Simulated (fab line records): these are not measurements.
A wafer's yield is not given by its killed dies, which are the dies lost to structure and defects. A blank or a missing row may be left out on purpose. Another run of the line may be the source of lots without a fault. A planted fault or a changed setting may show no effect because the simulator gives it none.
Matching of chambers | flow n5_finfet | 3 sister chambers for N5_BEOL_M9_STRIP_19 on rie_diel-06
The step strips in O2. 14 wafers are shown with their chamber, then 4 later ones without.

== EACH WAFER AND ITS CHAMBER ==
wafer  | chamber | drypump_motor_current_A (A) | throttle_valve_pct (%) | oes_product_au (a.u.)
L081.1 | 2       | 6.6                         | 16.52                  | 0.99
L081.4 | 3       | 5.8                         | 16.87                  | 0.77
L081.5 | 1       | 5.3                         | 16.68                  | 0.78
L077.1 | 1       | 5.2                         | 16.67                  | 0.77
L077.4 | 2       | 6.6                         | 16.52                  | 0.99
L077.5 | 3       | 5.8                         | 16.89                  | 0.77
L080.2 | 1       | 5.2                         | 16.69                  | 0.77
L080.3 | 2       | 6.6                         | 16.51                  | 1.00
L080.6 | 1       | 5.2                         | 16.68                  | 0.77
L086.1 | 1       | 5.2                         | 16.71                  | 0.77
L086.4 | 3       | 5.9                         | 16.90                  | 0.76
L086.5 | 2       | 6.6                         | 16.52                  | 0.94
L085.3 | 3       | 5.8                         | 16.89                  | 0.76
L085.4 | 3       | 5.8                         | 16.91                  | 0.76

SIGNATURES (averages over the wafers above)
reading                 | chamber 1 | chamber 2 | chamber 3 | scatter within a chamber
drypump_motor_current_A | 5.220     | 6.600     | 5.820     | 0.0381
throttle_valve_pct      | 16.6860   | 16.5175   | 16.8920   | 0.0131
oes_product_au          | 0.7720    | 0.9800    | 0.7640    | 0.0148
Rule: a wafer's distance from a chamber is the root of the sum, over the readings, of the square of ((its reading less the chamber's mean) divided by the reading's scatter). If the next closest chamber is less than 2 further off than the closest, the wafer can't be placed; otherwise it belongs to the closest. The scatter is the square root of a quotient: the sum, over the shown wafers, of each reading's squared deviation from its chamber's mean, divided by wafers minus chambers.

== WAFERS MISSING THEIR CHAMBER ==
wafer  | drypump_motor_current_A (A) | throttle_valve_pct (%) | oes_product_au (a.u.)
L085.5 | 5.2                         | 16.70                  | 0.77
L088.4 | 6.6                         | 16.55                  | 0.93
L097.2 | 6.6                         | 16.58                  | 0.90
L097.5 | 6.6                         | 16.58                  | 0.90

== EACH ONE'S CHAMBER ==
wafer  | from the rows above | in truth
L085.5 | 1                   | 1
L088.4 | 2                   | 2
L097.2 | 2                   | 2
L097.5 | 2                   | 2
Correctly placed: 4 of 4. From these rows, 0 cannot be placed. 0 placed wrongly.
